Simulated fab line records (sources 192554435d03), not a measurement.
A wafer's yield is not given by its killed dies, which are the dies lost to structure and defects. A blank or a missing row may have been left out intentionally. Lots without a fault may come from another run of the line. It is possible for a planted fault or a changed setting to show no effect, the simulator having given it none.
Comparing a struck lot with a sound one || flow n5-finfet || 37 steps out of a route of 1938
Sound: wafers L119.2, L119.4, L119.6. Struck: wafer L131.3 (L131.1, L131.5, from the same lot, were not struck and are left out); the cause is given at the end.
Order at every step that has rows: each side's tool, ch and its chambers, its first start. Under that, the readings that differ: sound wafers || struck wafers || difference of the means || sigmas: that difference in standard deviations of wafers without a fault.
alike: words and numbers the same on both sides, and readings whose means are apart by under 2 such deviations; not compared: readings that were withheld, readings missing a value for some wafer, numbers with overlapping values and no deviation given by the record, and bounds like >300 which may hide the same value.
The two part at a step that has a row with sigmas, a row that says differs or no value, or rows on one side only. Numbers that have no deviation but don't overlap get no sigmas and don't part them. Lack of a reading on every wafer of one side parts them only where that side has two or more wafers.

first, 9 steps without rows for these wafers: N5_PMOS_HMC_CHANNEL_EPI_EPI_26 (deposits Si from SiH4/H2, target thk 3.8 nm, time 22.7 s); N5_FIN_SAQP_PRECLEAN_42 (cleans in O3/DIW, time 60 s); N5_FIN_SAQP_PRECLEAN_00 (cleans in SC1, time 60 s); N5_FIN_SAQP_PRECLEAN_44 (cleans in SC2, time 45 s); N5_FIN_SAQP_SRD_01 (time 30 s); N5_FIN_SAQP_ALD_61 (deposits SiO2, target thk 4 nm, pulse time 1 s, purge time 2 s); N5_FIN_SAQP_DENSIFY_62 (time 60 s); N5_FIN_SAQP_HM_DEP_03 (deposits SiNx from SiH4/NH3/N2, target thk 38 nm, time 33.6 s); N5_FIN_SAQP_PECVD_47 (deposits a-Si from SiH4/He, target thk 45 nm, time 36.3 s).
N5_FIN_SAQP_PECVD_48: deposits SiNx from SiH4/NH3/N2, target thk 25 nm, time 22.1 s.
  sound on pecvd-01 ch 0,2, day 4 04:38; struck on pecvd-01 ch 1, day 7 03:31
{"reading": "model.SiNx_of_FIN_SAQP_PECVD_48.thk-nm (nm)", "sound": "24.53 24.94 25.19", "struck": 31.72, "difference": "+6.83", "sigmas": ""}
  alike: heater-power-w, showerhead-plenum-p-Torr, throttle-valve-pct
then, 24 steps without rows for these wafers: N5_FIN_SAQP_PECVD_06 (deposits a-Si from SiH4/He, target thk 60 nm, time 48.1 s); N5_FIN_SAQP_HM_DEP_72 (deposits SiO2 from SiH4/N2O, target thk 12 nm, time 7.2 s); N5_FIN_SAQP_COAT_49 (time 60 s, resist thk 100 nm); N5_FIN_SAQP_COAT_50 (time 60 s, resist thk 35 nm); N5_FIN_SAQP_COAT_10 (resist thk 90 nm); N5_FIN_SAQP_EBR_12; N5_FIN_SAQP_SOFTBAKE_11 (time 60 s); N5_FIN_SAQP_EXPOSE_13 (exposes mask FIN CORE, target cd 35.6 nm); N5_FIN_SAQP_PEB_14 (peb time 60 s); N5_FIN_SAQP_DEVELOP_15 (develop time 30 s); N5_FIN_SAQP_DESCUM_21 (chemistry O2, time 7.9 s); N5_FIN_SAQP_ETCH_51 (etches SiARC in CF4, target depth 45.5 nm, time 75.8 s); N5_FIN_SAQP_ETCH_52 (etches SOC in N2/H2, target depth 100 nm, overetch 20 nm, time 150 s); N5_FIN_SAQP_STRIP_53 (strips in N2/H2); N5_FIN_SAQP_HM_OPEN_73 (chemistry CHF3/O2, target SiO2, stops on a-Si, target depth 12 nm, time 16.8 s); N5_FIN_SAQP_STRIP_74 (strips in CHF3/O2); N5_FIN_SAQP_MANDREL_ETCH_22 (etches a-Si in HBr/Cl2, stops on SiNx, target depth 60 nm, bt time 10 s, time 30 s); N5_FIN_SAQP_STRIP_55 (strips in N2/H2); N5_FIN_SAQP_STRIP_23 (strips in SPM, time 750 s); N5_FIN_SAQP_SRD_66 (time 30 s); N5_FIN_SAQP_RECESS_75 (chemistry HF/NH3, target SiO2, target depth 14.4 nm, afs cycles 3, sublimation time 60 s); N5_FIN_SAQP_SPACER1_ALD_24 (deposits SiO2, target thk 20.3 nm, pulse time 1 s, purge time 2 s); N5_FIN_SAQP_SPACER1_ETCHBACK_25 (etches SiO2 in CHF3/O2, target depth 24.4 nm, time 12.2 s); N5_FIN_SAQP_MANDREL1_REMOVE_56 (chemistry HBr/Cl2/O2, target a-Si, stops on SiNx, bt time 10 s).
N5_FIN_SAQP_ETCH_57: etches SiNx in CH3F/O2, target depth 32.5 nm, time 46.4 s.
  sound on rie-diel-04 ch 0,1, day 4 08:55; struck on rie-diel-04 ch 1, day 7 06:22
{"reading": "etch-rf-on-time-s (s)", "sound": "45.4 46.8 47.1", "struck": 58.8, "difference": "+12.4", "sigmas": "+14"}
{"reading": "model.etch.depth-nm (nm)", "sound": "24.5 24.92 25.15", "struck": 31.72, "difference": "+6.86", "sigmas": ""}
  alike: chamber-pressure-mTorr, drypump-motor-current-A, oes-product-au, rf-vpp-V, showerhead-plenum-p-Torr, throttle-valve-pct
  not compared: rf-hours-counter-h
-- record jumps: 6 days separate the struck wafers' starts on either side; left off in module FIN_SAQP, taken up again in module BEOL_M4, whose first shown step is the route's number 1111 --
N5_BEOL_M4_RC_MEAS_101:
  sound on prober-01 ch 0, day 10 16:23; struck on prober-01 ch 0, day 13 12:02
  alike: DIBL_N, DIBL_P, IOFF_N, IOFF_P, ION_N, ION_P, SS_N, SS_P, VT_N, VT_P
N5_PASSIVATION_PROBE_49:
  rows exist in the record for the sound wafers here (prober-01, day 15 02:11), none for the struck ones

## WHERE THEY PART
First at N5_FIN_SAQP_ETCH_57; last, within this record, at N5_PASSIVATION_PROBE_49.

WHY: whatever the simulator had introduced
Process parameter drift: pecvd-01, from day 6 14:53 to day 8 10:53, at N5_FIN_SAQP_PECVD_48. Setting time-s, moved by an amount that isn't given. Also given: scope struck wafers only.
